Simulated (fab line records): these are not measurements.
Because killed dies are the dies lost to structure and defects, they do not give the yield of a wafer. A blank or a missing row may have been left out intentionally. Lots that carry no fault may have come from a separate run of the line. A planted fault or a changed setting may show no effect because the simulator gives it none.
Split-lot experiment | flow n5 finfet | 7 lots, 21 wafers read, on a route of 1938 steps

== ABOUT THE SPLIT ==
At N5_SD_EPI_P_ETCH_16 (etches SiO2 in CHF3/O2, target depth 5 nm), the setting target depth a was moved away from the recipe's 50 angstrom on 9 of the 21 wafers read, by -8.4% to +5.9%. All remaining wafers had this setting at the recipe value.

The split's own step is where the reading is taken.

== THE READING ==
etch.depth nm (the simulator's own value, which no gauge read), in nm, at N5_SD_EPI_P_ETCH_16 (etches SiO2 in CHF3/O2, target depth 5 nm). The file does not state a usual value for it. Average 4.966 nm, standard deviation 0.062 nm, over the 12 wafers here run with the recipe.

wafer  | tool, chamber at the split | target depth a as run, angstrom | against the recipe | etch.depth nm, nm | against lot-mates on the recipe
L074.2 | rie diel-06, 0             | 50                              | recipe             | 4.949             | -
L074.4 | rie diel-06, 3             | 50                              | recipe             | 5.052             | -
L074.6 | rie diel-06, 3             | 50                              | recipe             | 5.067             | -
L075.2 | rie diel-06, 1             | 47.77                           | -4.5%              | 4.727             | -0.191
L075.5 | rie diel-06, 0             | 50                              | recipe             | 4.918             | -
L075.6 | rie diel-06, 1             | 47.77                           | -4.5%              | 4.709             | -0.209
L080.1 | rie diel-05, 0             | 52.71                           | +5.4%              | 5.176             | +0.214
L080.4 | rie diel-05, 3             | 50                              | recipe             | 4.962             | -
L080.5 | rie diel-05, 1             | 52.71                           | +5.4%              | 5.342             | +0.380
L086.2 | rie diel-06, 3             | 52.93                           | +5.9%              | 5.263             | +0.281
L086.4 | rie diel-06, 2             | 50                              | recipe             | 5.048             | -
L086.5 | rie diel-06, 1             | 50                              | recipe             | 4.916             | -
L087.1 | rie diel-06, 3             | 50                              | recipe             | 4.904             | -
L087.2 | rie diel-06, 1             | 50                              | recipe             | 4.889             | -
L087.6 | rie diel-06, 3             | 50                              | recipe             | 4.924             | -
L095.1 | rie diel-05, 3             | 50                              | recipe             | 4.934             | -
L095.2 | rie diel-05, 1             | 45.91                           | -8.2%              | 4.618             | -0.316
L095.4 | rie diel-05, 0             | 45.91                           | -8.2%              | 4.568             | -0.366
L096.1 | rie diel-06, 1             | 50                              | recipe             | 5.026             | -
L096.2 | rie diel-06, 2             | 45.81                           | -8.4%              | 4.672             | -0.354
L096.4 | rie diel-06, 2             | 45.81                           | -8.4%              | 4.62              | -0.406

THE FIT
A straight line over all 21 wafers: etch.depth nm changes by +0.0462 nm for each +1% of target depth a; r = +0.95; the points scatter about the line by 0.064 nm.
The same after taking each lot's own level away (the mean of its wafers on the recipe; 21 wafers): +0.0463 nm for each +1%; r = +0.98; scatter 0.046 nm.
On that fit, the largest move of target depth a shifts the reading by 0.39 nm.
The span of the lots' own levels, 4.9057 to 5.0260 nm, comes to 2.0 times the standard deviation stated above.
The two slopes agree, so the slope changes little with the lot-to-lot level.
Check: with one of the wafers moved furthest among these (-8.4%) left out of the fit, the line predicts -0.384 nm for it against its lot-mates. It came out at -0.354 nm against them.

== OTHER SPLITS APPLIED TO THESE WAFERS ==
Before the reading, these wafers also passed through other splits. Each is held against what the fit with the lots' levels taken away leaves over:
other split on the same wafers            | wafers away from the commonest value | r with etch.depth nm (lot level and that fit taken away)
N5_WELL_APT_EXPOSE_05 dose mj             | 7                                    | +0.29
N5_WELL_APT_DEVELOP_07 develop time s     | 7                                    | -0.31
N5_PMOS_HMC_CHANNEL_EPI_COAT_31 spin rpm  | 10                                   | -0.05
N5_PMOS_HMC_CHANNEL_EPI_PEB_07 peb temp c | 4                                    | +0.13
N5_FIN_SAQP_FIN_ETCH_36 icp w             | 6                                    | +0.16
N5_DUMMY_GATE_COAT_34 spin rpm            | 6                                    | +0.21
N5_DUMMY_GATE_COAT_28 spin rpm            | 8                                    | +0.00

== THE FILE'S OWN FIT ==
etch.depth nm changes by +0.0458 nm for each +1% of target depth a, r = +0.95.
